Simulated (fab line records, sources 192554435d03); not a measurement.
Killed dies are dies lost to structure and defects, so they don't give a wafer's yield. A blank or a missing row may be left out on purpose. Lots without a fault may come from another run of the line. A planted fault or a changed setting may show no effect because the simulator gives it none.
fab line records | flow n5_finfet
record lots=24 wafers=72 last_day=17
route steps=1938 shown BEOL_M10@1472 BEOL_M11@1559
lots that met no fault: from a run of the same line without faults
start_h: hours from the record's first day to the start of the lot's first wafer shown | wait_h: hours since the lot's step before | " the same as in the row above | L1.1+2: a row that stands for several wafers | - no value, or no start given | * or withheld: withheld | < > ~ a bound
route shown NAME@n: a module of which the file shows steps, and the number in the route of the first | usual: mean/standard deviation of fault-free wafers | same: alike in all rows | chamber/n: place in a boat | sites: the reading at each site | _std_site: their standard deviation | _edge_site: outer sites' mean less inner sites' | radius_mm: how far each site lies from the wafer's centre | mask NAME#n: copy n | behind: the tool/chamber that last shaped the wafer | hold: why the lot was held/for how many hours/how that ended | device: the transistor (n, p or np) that didn't switch | end of line: the same wafers' tests at the end of the route | a step without rows: its recipe alone | killed: dies lost to structure and defects at the first sort, not the wafer's yield | map: a wafer's dies, x killed, . not, _ none there
set.NAME: the setting as run; set.NAME@STEP: as run at that earlier step | model.NAME: the simulator's own value behind a step, which no gauge read
steps of the route over a sample of lots; a table a step, a row a wafer
services: from which hour (start_h, from the record's first day; less than 0 if before it) a tool's chamber was out of use, for how many hours, and why
## steps
# step N5_BEOL_M10_THK_MEAS_01
# recipe reads=SiCOH_lowk_of_BEOL_M10_ILD_DEP_00
# usual M10_ILD_THK=268/3.4
# columns lot.wafer tool chamber start_h wait_h M10_ILD_THK[nm]
L074.1 film_metro-02 - 193.38 0.4 265
L074.3 " - " " 268
L074.5 " - " " 270
L077.1 film_metro-01 - 220.92 0.4 270
L077.4 " - " " 274
L077.6 " - " " 273
L078.1 film_metro-01 - 231.40 0.4 266
L078.2 " - " " 271
L078.3 " - " " 266
L075.3 film_metro-01 - 233.91 0.3 265
L075.5 " - " " 268
L075.6 " - " " 267
L076.1 film_metro-02 - 243.10 0.4 267
L076.4 " - " " 270
L076.5 " - " " 271
L080.1 film_metro-01 - 249.08 0.4 264
L080.2 " - " " 266
L080.6 " - " " 271
L079.2 film_metro-02 - 254.67 0.4 264
L079.3 " - " " 264
L079.5 " - " " 272
L083.1 film_metro-02 - 275.44 0.4 265
L083.3 " - " " 268
L083.5 " - " " 269
L081.2 film_metro-01 - 275.71 0.4 270
L081.4 " - " " 273
L081.5 " - " " 277
L082.3 film_metro-01 - 279.00 0.3 268
L082.4 " - " " 274
L082.5 " - " " 268
L084.1 film_metro-01 - 279.27 0.4 266
L084.3 " - " " 267
L084.5 " - " " 267
L085.2 film_metro-01 - 283.84 0.4 266
L085.4 " - " " 268
L085.5 " - " " 268
L086.2 film_metro-01 - 291.31 0.4 264
L086.4 " - " " 273
L086.6 " - " " 272
L087.2 film_metro-01 - 304.23 0.4 270
L087.3 " - " " 270
L087.4 " - " " 269
L088.3 film_metro-02 - 304.50 0.3 268
L088.4 " - " " 271
L088.5 " - " " 274
L089.1 film_metro-01 - 304.77 0.4 267
L089.3 " - " " 264
L089.4 " - " " 268
L090.1 film_metro-01 - 320.38 0.4 265
L090.2 " - " " 265
L090.3 " - " " 264
L091.1 film_metro-01 - 329.96 0.4 267
L091.2 " - " " 267
L091.5 " - " " 272
L092.1 film_metro-02 - 332.36 0.4 261
L092.4 " - " " 263
L092.5 " - " " 266
L093.1 film_metro-02 - 333.32 0.4 264
L093.2 " - " " 262
L093.5 " - " " 268
L094.2 film_metro-02 - 334.23 0.4 263
L094.3 " - " " 265
L094.5 " - " " 271
L095.2 film_metro-01 - 346.89 0.4 263
L095.4 " - " " 267
L095.6 " - " " 268
L096.1 film_metro-02 - 351.83 0.4 266
L096.2 " - " " 271
L096.6 " - " " 272
L097.1 film_metro-01 - 355.33 0.4 270
L097.2 " - " " 273
L097.4 " - " " 275
# step N5_BEOL_M10_DESCUM_16
# recipe chemistry=O2 time_s=7.9 source_power_w=50 bias_power_w=20 pressure_mtorr=20 rf_frequency_hz=2.712e+07 temp_c=40 resist=CAR-ArF o2_flow_sccm=225
# usual drypump_motor_current_A=5.9/0.39 oes_product_au=0.80/0.1 rf_vpp_V=243.1/1.1 showerhead_plenum_p_Torr=2.08/0.049 throttle_valve_pct=20.44/0.23
# columns lot.wafer tool chamber start_h wait_h drypump_motor_current_A oes_product_au rf_hours_counter_h rf_vpp_V showerhead_plenum_p_Torr throttle_valve_pct
L074.1 rie_diel-03 2 194.68 0.0 5.8 0.69 188 241.7 2.08 20.61
L074.3 " 3 " " 6.1 0.68 242 242.2 2.05 20.51
L074.5 " 2 " " 5.8 0.70 - 243.0 2.08 20.60
L077.1 rie_diel-04 1 222.08 0.0 5.7 0.75 156 245.5 2.17 20.65
L077.4 " 2 " " 5.2 0.71 206 242.7 2.06 20.68
L077.6 " 3 " " 6.1 0.94 - 241.7 2.06 20.18
L078.1 rie_diel-03 1 233.03 0.0 6.0 0.93 12 241.9 2.05 20.37
L078.2 " 3 " " 6.1 1.01 0 242.2 2.05 20.12
L078.3 " 2 " " 5.8 0.69 204 242.7 2.07 20.63
L075.3 rie_diel-03 1 237.01 0.5 6.0 0.92 13 242.4 2.05 20.37
L075.5 " 3 " " 6.2 1.01 - 241.4 2.05 20.10
L075.6 " 2 " " 5.8 0.69 - 243.3 2.07 20.63
L076.1 rie_diel-01 0 247.54 0.1 6.5 0.84 57 245.4 2.21 20.50
L076.4 " 2 " " 5.8 0.73 172 243.5 2.08 20.30
L076.5 " 0 " " 6.4 0.84 - 244.3 2.21 20.50
L080.1 rie_diel-03 1 251.10 0.4 6.0 0.91 17 241.2 2.05 20.38
L080.2 " 3 " " 6.1 0.99 6 242.1 2.05 20.13
L080.6 " 1 " " 6.0 0.91 - 242.0 2.05 20.41
L079.2 rie_diel-03 1 256.04 0.0 6.0 0.91 20 244.1 2.05 20.39
L079.3 " 2 " " 5.8 0.69 212 243.5 2.07 20.64
L079.5 " 2 " " 5.8 0.68 - 241.7 2.07 20.64
L083.1 rie_diel-01 0 277.30 0.1 6.5 0.83 67 245.9 2.20 20.51
L083.3 " 2 " " 5.9 0.72 183 242.7 2.08 20.34
L083.5 " 2 " " 5.9 0.72 - 242.4 2.08 20.32
L081.2 rie_diel-04 2 277.35 0.0 5.1 0.70 228 242.0 2.06 20.70
L081.4 " 0 " " 5.4 0.95 5 243.0 2.06 20.09
L081.5 " 2 " " 5.1 0.70 - 243.2 2.06 20.72
L082.3 rie_diel-04 1 281.07 0.4 5.7 0.73 178 245.5 2.16 20.69
L082.4 " 0 " " 5.4 0.94 6 243.7 2.06 20.10
L082.5 " 0 " " 5.4 0.95 - 242.8 2.06 20.10
L084.1 rie_diel-01 0 281.11 0.3 6.5 0.83 68 244.6 2.20 20.54
L084.3 " 1 " " 6.6 0.70 229 244.3 2.05 20.64
L084.5 " 3 " " 6.1 0.80 - 243.3 2.11 20.60
L085.2 rie_diel-01 2 285.84 0.0 5.9 0.72 185 244.5 2.08 20.33
L085.4 " 0 " " 6.5 0.82 70 244.6 2.20 20.52
L085.5 " 1 " " 6.6 0.70 - 241.5 2.05 20.65
L086.2 rie_diel-04 0 293.68 0.0 5.4 0.94 10 242.5 2.06 20.10
L086.4 " 1 " " 5.7 0.74 182 243.3 2.16 20.68
L086.6 " 0 " " 5.4 0.94 - 242.2 2.06 20.11
L087.2 rie_diel-01 3 306.21 0.1 6.1 0.80 99 243.9 2.11 20.61
L087.3 " 0 " " 6.4 0.82 77 245.2 2.20 20.53
L087.4 " 1 " " 6.6 0.70 238 242.3 2.05 20.65
L088.3 rie_diel-04 1 306.32 0.1 5.7 0.73 188 244.3 2.16 20.70
L088.4 " 0 " " 5.4 0.92 15 243.1 2.05 20.10
L088.5 " 1 " " 5.7 0.73 - 243.4 2.16 20.70
L089.1 rie_diel-03 2 306.34 0.0 5.8 0.67 231 242.9 2.06 20.68
L089.3 " 3 " " 6.1 0.92 27 241.3 2.04 20.16
L089.4 " 0 " " 5.5 0.95 18 244.5 2.13 20.05
L090.1 rie_diel-04 2 322.28 0.0 5.1 0.69 243 241.8 2.05 20.75
L090.2 " 3 " " 6.1 0.86 50 242.7 2.04 20.23
L090.3 " 1 " " 5.7 0.73 192 244.7 2.16 20.70
L091.1 rie_diel-01 2 331.55 0.4 5.9 0.71 200 243.4 2.07 20.35
L091.2 " 3 " " 6.1 0.79 108 243.8 2.11 20.62
L091.5 " 0 " " 6.5 0.80 - 244.8 2.19 20.55
L092.1 rie_diel-04 1 335.53 0.8 5.7 0.72 197 242.8 2.16 20.71
L092.4 " 0 " " 5.4 0.90 24 241.7 2.05 20.11
L092.5 " 3 " " 6.0 0.86 - 243.2 2.04 20.23
L093.1 rie_diel-04 3 335.78 0.7 6.0 0.86 55 239.6 2.04 20.24
L093.2 " 2 " " 5.1 0.69 247 242.8 2.05 20.74
L093.5 " 3 " " 6.0 0.85 - 242.7 2.04 20.24
L094.2 rie_diel-03 1 335.85 0.4 6.0 0.88 37 242.9 2.04 20.43
L094.3 " 3 " " 6.2 0.91 38 242.9 2.04 20.19
L094.5 " 0 " " 5.5 0.94 - 243.6 2.13 20.07
L095.2 rie_diel-03 1 349.10 0.0 6.0 0.86 43 244.3 2.04 20.42
L095.4 " 0 " " 5.5 0.91 34 242.1 2.13 20.07
L095.6 " 1 " " 6.0 0.86 - 242.5 2.04 20.43
L096.1 rie_diel-04 0 354.04 0.7 5.4 0.89 29 242.6 2.05 20.14
L096.2 " 3 " " 6.0 0.84 64 242.3 2.04 20.24
L096.6 " 3 " " 6.0 0.84 - 242.6 2.04 20.26
L097.1 rie_diel-04 1 356.56 0.0 5.7 0.71 206 244.1 2.15 20.71
L097.2 " 3 " " 6.0 0.84 65 241.9 2.04 20.26
L097.4 " 0 " " 5.4 0.89 - 242.9 2.05 20.13
# step N5_BEOL_M10_ETCH_66
# recipe chemistry=N2/H2 target=SOC target_depth_a=1200 overetch_a=240 mask_material=SiARC temp_c=40 time_s=180 ion_energy_ev=200 pressure_mtorr=30 source_w=840 bias_w=150 n2_flow_sccm=200 h2_flow_sccm=200
# usual drypump_motor_current_A=5.9/0.39 oes_product_au=0.65/0.076 rf_vpp_V=523.7/1.9 showerhead_plenum_p_Torr=2.54/0.063 throttle_valve_pct=17.87/0.26
# columns lot.wafer tool chamber start_h wait_h drypump_motor_current_A oes_product_au rf_hours_counter_h rf_vpp_V showerhead_plenum_p_Torr throttle_valve_pct
L074.1 rie_diel-01 1 196.34 0.0 6.6 0.58 206 524.2 2.52 18.17
L074.3 " 2 " " 5.9 0.61 153 521.8 2.55 17.78
L074.5 " 3 " " 6.1 0.68 - 525.6 2.57 17.91
L077.1 rie_diel-01 0 223.61 0.0 6.4 0.69 47 528.2 2.69 17.87
L077.4 " 1 " " 6.6 0.58 216 523.8 2.51 18.18
L077.6 " 2 " " 5.9 0.60 - 521.9 2.54 17.78
L078.1 rie_diel-04 1 235.46 0.0 5.7 0.61 159 527.0 2.65 18.19
L078.2 " 0 " " 5.4 0.56 246 523.1 2.51 17.98
L078.3 " 2 " " 5.2 0.57 210 523.2 2.51 18.10
L075.3 rie_diel-04 3 240.39 0.0 6.0 0.73 20 523.0 2.49 17.65
L075.5 " 0 " " 5.4 0.56 - 522.9 2.50 18.00
L075.6 " 3 " " 6.0 0.73 - 522.2 2.49 17.65
L076.1 rie_diel-01 2 249.65 0.0 5.9 0.60 173 523.0 2.54 17.79
L076.4 " 1 " " 6.6 0.58 218 521.6 2.51 18.20
L076.5 " 1 " " 6.7 0.57 - 523.6 2.51 18.20
L080.1 rie_diel-03 1 252.16 0.0 6.0 0.74 18 521.4 2.50 17.85
L080.2 " 2 " " 5.8 0.57 210 522.9 2.52 18.04
L080.6 " 3 " " 6.1 0.78 - 522.1 2.50 17.52
L079.2 rie_diel-04 1 257.98 0.0 5.7 0.60 170 526.7 2.65 18.22
L079.3 " 3 " " 6.0 0.72 29 522.2 2.49 17.68
L079.5 " 3 " " 6.0 0.72 - 522.8 2.49 17.66
L081.2 rie_diel-04 3 279.76 0.0 6.0 0.70 36 521.9 2.49 17.69
L081.4 " 2 " " 5.2 0.57 229 522.8 2.51 18.14
L081.5 " 2 " " 5.1 0.57 - 523.0 2.51 18.16
L083.1 rie_diel-03 3 279.99 0.0 6.1 0.76 18 522.0 2.49 17.53
L083.3 " 0 " " 5.5 0.78 9 525.2 2.61 17.45
L083.5 " 0 " " 5.5 0.78 - 526.7 2.61 17.47
L082.3 rie_diel-03 3 282.17 0.0 6.1 0.75 19 522.1 2.49 17.52
L082.4 " 1 " " 6.0 0.73 21 522.6 2.49 17.85
L082.5 " 2 " " 5.8 0.56 - 522.2 2.52 18.07
L084.1 rie_diel-01 3 282.39 0.0 6.1 0.65 92 523.9 2.56 17.96
L084.3 " 2 " " 5.9 0.59 184 523.4 2.53 17.81
L084.5 " 1 " " 6.6 0.58 - 523.7 2.51 18.22
L085.2 rie_diel-03 0 286.90 0.0 5.5 0.77 12 523.7 2.61 17.46
L085.4 " 2 " " 5.8 0.56 225 524.1 2.52 18.06
L085.5 " 2 " " 5.8 0.56 - 522.2 2.52 18.06
L086.2 rie_diel-04 0 298.05 0.0 5.4 0.75 11 522.3 2.50 17.57
L086.4 " 1 " " 5.7 0.60 184 525.2 2.64 18.24
L086.6 " 0 " " 5.4 0.76 - 522.0 2.50 17.59
L087.2 rie_diel-03 0 308.82 0.0 5.5 0.76 19 526.7 2.60 17.47
L087.3 " 3 " " 6.2 0.73 28 522.1 2.49 17.55
L087.4 " 1 " " 6.0 0.73 29 523.1 2.49 17.87
L088.3 rie_diel-01 1 309.00 0.0 6.6 0.56 239 522.9 2.51 18.23
L088.4 " 2 " " 5.9 0.58 193 525.0 2.53 17.83
L088.5 " 0 " " 6.5 0.66 - 528.8 2.68 17.93
L089.1 rie_diel-01 3 309.46 0.0 6.1 0.65 101 524.8 2.56 17.98
L089.3 " 1 " " 6.6 0.56 239 524.6 2.51 18.23
L089.4 " 2 " " 5.9 0.59 193 525.0 2.53 17.83
L090.1 rie_diel-03 0 325.19 0.0 5.5 0.75 24 525.5 2.60 17.48
L090.2 " 2 " " 5.8 0.55 237 523.2 2.51 18.09
L090.3 " 1 " " 6.0 0.71 32 522.9 2.49 17.88
L091.1 rie_diel-04 0 334.37 0.0 5.4 0.73 23 523.8 2.49 17.59
L091.2 " 2 " " 5.2 0.56 247 523.4 2.50 18.18
L091.5 " 3 " " 6.0 0.68 - 521.9 2.48 17.71
L094.2 rie_diel-04 0 337.66 0.0 5.4 0.73 25 522.2 2.49 17.60
L094.3 " 1 " " 5.7 0.58 197 525.9 2.63 18.26
L094.5 " 3 " " 6.0 0.68 - 522.8 2.48 17.72
L092.1 rie_diel-03 1 337.76 0.0 6.0 0.70 38 522.8 2.49 17.90
L092.4 " 3 " " 6.2 0.72 - 522.1 2.48 17.55
L092.5 " 1 " " 6.0 0.71 - 523.4 2.49 17.90
L093.1 rie_diel-04 1 338.13 0.0 5.7 0.59 197 527.1 2.63 18.26
L093.2 " 0 " " 5.4 0.72 25 523.6 2.49 17.59
L093.5 " 3 " " 6.1 0.68 - 522.4 2.48 17.72
L095.2 rie_diel-03 0 350.45 0.0 5.5 0.73 36 524.7 2.60 17.49
L095.4 " 3 " " 6.1 0.72 44 524.2 2.48 17.57
L095.6 " 2 " " 5.8 0.54 - 524.1 2.51 18.10
L096.1 rie_diel-03 3 355.43 0.0 6.1 0.72 47 522.1 2.48 17.58
L096.2 " 2 " " 5.8 0.55 243 522.1 2.51 18.09
L096.6 " 1 " " 6.0 0.69 - 521.8 2.48 17.91
L097.1 rie_diel-04 1 360.67 0.0 5.7 0.58 207 526.8 2.63 18.28
L097.2 " 0 " " 5.4 0.72 32 521.7 2.49 17.61
L097.4 " 1 " " 5.7 0.58 - 525.1 2.63 18.30
# step N5_BEOL_M10_PRE_CLEAN_45
# recipe gas=H2/He time_s=30 temp_c=250
# usual heater_power_w=323/27
# columns lot.wafer tool chamber start_h wait_h heater_power_w
L074.1 pvd_sputter-01 - 199.19 0.0 323
L074.3 " - " " 315
L074.5 " - " " 314
L077.1 pvd_sputter-02 - 224.94 0.0 325
L077.4 " - " " 355
L077.6 " - " " 347
L078.1 pvd_sputter-02 - 236.78 0.0 341
L078.2 " - " " 341
L078.3 " - " " 329
L075.3 pvd_sputter-01 - 241.57 0.0 318
L075.5 " - " " 342
L075.6 " - " " 325
L076.1 pvd_sputter-02 - 251.83 0.0 348
L076.4 " - " " 340
L076.5 " - " " 329
L080.1 pvd_sputter-03 - 253.25 0.0 290
L080.2 " - " " 311
L080.6 " - " " 291
L079.2 pvd_sputter-01 - 259.04 0.0 259
L079.3 " - " " 317
L079.5 " - " " 353
L081.2 pvd_sputter-02 - 281.82 0.0 344
L081.4 " - " " 339
L081.5 " - " " 327
L083.1 pvd_sputter-03 - 281.89 0.0 343
L083.3 " - " " 290
L083.5 " - " " 282
L082.3 pvd_sputter-02 - 283.16 0.0 344
L082.4 " - " " 350
L082.5 " - " " 326
L084.1 pvd_sputter-02 - 285.19 0.0 344
L084.3 " - " " 339
L084.5 " - " " 342
L085.2 pvd_sputter-01 - 288.68 0.0 347
L085.4 " - " " 314
L085.5 " - " " 264
L086.2 pvd_sputter-01 - 299.04 0.0 264
L086.4 " - " " 327
L086.6 " - " " 313
L087.2 pvd_sputter-01 - 310.04 0.0 318
L087.3 " - " " 315
L087.4 " - " " 266
L088.3 pvd_sputter-01 - 310.22 0.0 265
L088.4 " - " " 322
L088.5 " - " " 341
L089.1 pvd_sputter-03 - 310.97 0.0 289
L089.3 " - " " 321
L089.4 " - " " 341
L090.1 pvd_sputter-03 - 326.48 0.0 315
L090.2 " - " " 356
L090.3 " - " " 350
L091.1 pvd_sputter-01 - 335.48 0.0 323
L091.2 " - " " 271
L091.5 " - " " 263
L094.2 pvd_sputter-01 - 342.33 0.0 354
L094.3 " - " " 263
L094.5 " - " " 320
L092.1 pvd_sputter-01 - 342.41 0.0 336
L092.4 " - " " 313
L092.5 " - " " 319
L093.1 pvd_sputter-01 - 342.49 0.0 261
L093.2 " - " " 314
L093.5 " - " " 270
L095.2 pvd_sputter-03 - 352.65 0.0 326
L095.4 " - " " 340
L095.6 " - " " 287
L096.1 pvd_sputter-03 - 356.61 0.0 342
L096.2 " - " " 324
L096.6 " - " " 341
L097.1 pvd_sputter-03 - 361.78 0.0 346
L097.2 " - " " 348
L097.4 " - " " 292
# step N5_BEOL_M11_CD_MEAS_18
# recipe pitch_nm=140 target_cd_nm=70
# usual cd_nm=70.0/0.56
# columns lot.wafer tool chamber start_h wait_h cd_nm
L074.1 cd_sem-03 - 204.40 0.0 69.2
L074.3 " - " " 69.3
L074.5 " - " " 70.3
L077.1 cd_sem-02 - 228.28 0.0 69.7
L077.4 " - " " 70.4
L077.6 " - " " 69.6
L078.1 cd_sem-03 - 241.54 0.0 70.4
L078.2 " - " " 70.5
L078.3 " - " " 70.7
L075.3 cd_sem-02 - 248.09 0.1 69.7
L075.5 " - " " 69.9
L075.6 " - " " 69.7
L076.1 cd_sem-03 - 256.58 0.0 70.2
L076.4 " - " " 70.8
L076.5 " - " " 71.1
L080.1 cd_sem-02 - 259.82 0.0 69.5
L080.2 " - " " 69.9
L080.6 " - " " 69.9
L079.2 cd_sem-02 - 263.02 0.1 69.4
L079.3 " - " " 69.5
L079.5 " - " " 69.9
L083.1 cd_sem-01 - 286.46 0.0 69.3
L083.3 " - " " 69.4
L083.5 " - " " 70.2
L081.2 cd_sem-01 - 286.74 0.1 69.8
L081.4 " - " " 69.5
L081.5 " - " " 69.6
L082.3 cd_sem-03 - 287.72 0.1 69.9
L082.4 " - " " 69.9
L082.5 " - " " 69.4
L084.1 cd_sem-03 - 289.95 0.0 70.8
L084.3 " - " " 70.6
L084.5 " - " " 70.3
L085.2 cd_sem-01 - 294.19 0.1 70.9
L085.4 " - " " 70.0
L085.5 " - " " 71.3
L086.2 cd_sem-02 - 303.15 0.1 70.2
L086.4 " - " " 70.8
L086.6 " - " " 70.0
L087.2 cd_sem-03 - 315.53 0.1 69.9
L087.3 " - " " 70.6
L087.4 " - " " 69.9
L088.3 cd_sem-03 - 315.79 0.1 70.3
L088.4 " - " " 69.7
L088.5 " - " " 70.5
L089.1 cd_sem-02 - 318.74 0.0 70.3
L089.3 " - " " 70.4
L089.4 " - " " 70.3
L090.1 cd_sem-03 - 332.33 0.0 70.5
L090.2 " - " " 68.9
L090.3 " - " " 69.5
L091.1 cd_sem-01 - 339.53 0.0 69.4
L091.2 " - " " 70.0
L091.5 " - " " 69.1
L094.2 cd_sem-03 - 346.21 0.1 70.3
L094.3 " - " " 70.7
L094.5 " - " " 70.1
L092.1 cd_sem-02 - 347.36 0.0 70.0
L092.4 " - " " 70.1
L092.5 " - " " 70.4
L093.1 cd_sem-01 - 347.57 0.0 70.6
L093.2 " - " " 69.9
L093.5 " - " " 69.3
L095.2 cd_sem-01 - 357.18 0.1 69.7
L095.4 " - " " 68.7
L095.6 " - " " 69.3
L096.1 cd_sem-03 - 362.53 0.0 70.1
L096.2 " - " " 69.2
L096.6 " - " " 69.3
L097.1 cd_sem-01 - 367.36 0.0 70.4
L097.2 " - " " 70.5
L097.4 " - " " 70.1
# step N5_BEOL_M11_SURFACE_TREAT_76
# recipe gas=Ar time_s=* ion_energy_ev=* ion_current_ma_cm2=0.5 pressure_mtorr=* ar_flow_sccm=30
# usual throttle_valve_pct=*
# columns lot.wafer tool chamber start_h wait_h throttle_valve_pct
L074.1 pvd_sputter-02 - 208.12 0.2 *
L074.3 " - " " *
L074.5 " - " " *
L077.1 pvd_sputter-02 - 232.77 0.2 *
L077.4 " - " " *
L077.6 " - " " *
L078.1 pvd_sputter-01 - 247.27 0.2 *
L078.2 " - " " *
L078.3 " - " " *
L075.3 pvd_sputter-03 - 250.84 0.2 *
L075.5 " - " " *
L075.6 " - " " *
L076.1 pvd_sputter-01 - 259.62 0.2 *
L076.4 " - " " *
L076.5 " - " " *
L080.1 pvd_sputter-02 - 262.19 0.2 *
L080.2 " - " " *
L080.6 " - " " *
L079.2 pvd_sputter-02 - 265.87 0.3 *
L079.3 " - " " *
L079.5 " - " " *
L081.2 pvd_sputter-02 - 290.04 0.3 *
L081.4 " - " " *
L081.5 " - " " *
L083.1 pvd_sputter-02 - 290.20 0.2 *
L083.3 " - " " *
L083.5 " - " " *
L082.3 pvd_sputter-02 - 290.34 0.2 *
L082.4 " - " " *
L082.5 " - " " *
L084.1 pvd_sputter-01 - 296.62 1.6 *
L084.3 " - " " *
L084.5 " - " " *
L085.2 pvd_sputter-03 - 299.41 0.2 *
L085.4 " - " " *
L085.5 " - " " *
L086.2 pvd_sputter-01 - 306.15 0.2 *
L086.4 " - " " *
L086.6 " - " " *
L087.2 pvd_sputter-01 - 318.99 0.2 *
L087.3 " - " " *
L087.4 " - " " *
L088.3 pvd_sputter-02 - 319.45 0.2 *
L088.4 " - " " *
L088.5 " - " " *
L089.1 pvd_sputter-03 - 322.34 0.3 *
L089.3 " - " " *
L089.4 " - " " *
L090.1 pvd_sputter-01 - 335.68 0.2 *
L090.2 " - " " *
L090.3 " - " " *
L091.1 pvd_sputter-01 - 344.40 0.2 *
L091.2 " - " " *
L091.5 " - " " *
L092.1 pvd_sputter-03 - 350.01 0.2 *
L092.4 " - " " *
L092.5 " - " " *
L093.1 pvd_sputter-03 - 350.21 0.2 *
L093.2 " - " " *
L093.5 " - " " *
L094.2 pvd_sputter-02 - 350.74 0.2 *
L094.3 " - " " *
L094.5 " - " " *
L095.2 pvd_sputter-03 - 362.26 0.3 *
L095.4 " - " " *
L095.6 " - " " *
L096.1 pvd_sputter-03 - 366.60 0.2 *
L096.2 " - " " *
L096.6 " - " " *
L097.1 pvd_sputter-01 - 370.44 0.3 *
L097.2 " - " " *
L097.4 " - " " *
## services
# columns tool chamber start_h hours kind
rie_diel-03 1 180.59 - clean
rie_diel-03 1 180.59 - consumable_replace:focus_ring
rie_diel-03 1 180.59 22.5 scheduled_down
rie_diel-03 1 180.59 22.5 vent_cycle
rie_diel-03 3 213.59 - clean
rie_diel-03 3 213.59 - consumable_replace:focus_ring
rie_diel-03 3 213.59 18.4 scheduled_down
rie_diel-03 3 213.59 18.4 vent_cycle
rie_diel-01 1 228.63 16.2 repair
rie_diel-03 - 239.55 1.0 repair
rie_diel-04 0 244.31 - clean
rie_diel-04 0 244.31 - consumable_replace:focus_ring
rie_diel-04 0 244.31 18.2 scheduled_down
rie_diel-04 0 244.31 18.2 vent_cycle
rie_diel-03 1 261.09 19.7 repair
rie_diel-03 2 333.64 14.0 repair
pvd_sputter-03 - 340.21 4.5 repair
rie_diel-04 2 345.36 - clean
rie_diel-04 2 345.36 - consumable_replace:focus_ring
rie_diel-04 2 345.36 27.9 scheduled_down
rie_diel-04 2 345.36 27.9 vent_cycle
rie_diel-04 0 346.07 5.5 repair
rie_diel-01 0 350.57 4.9 repair
rie_diel-01 3 365.79 24.3 repair
## key
fault none
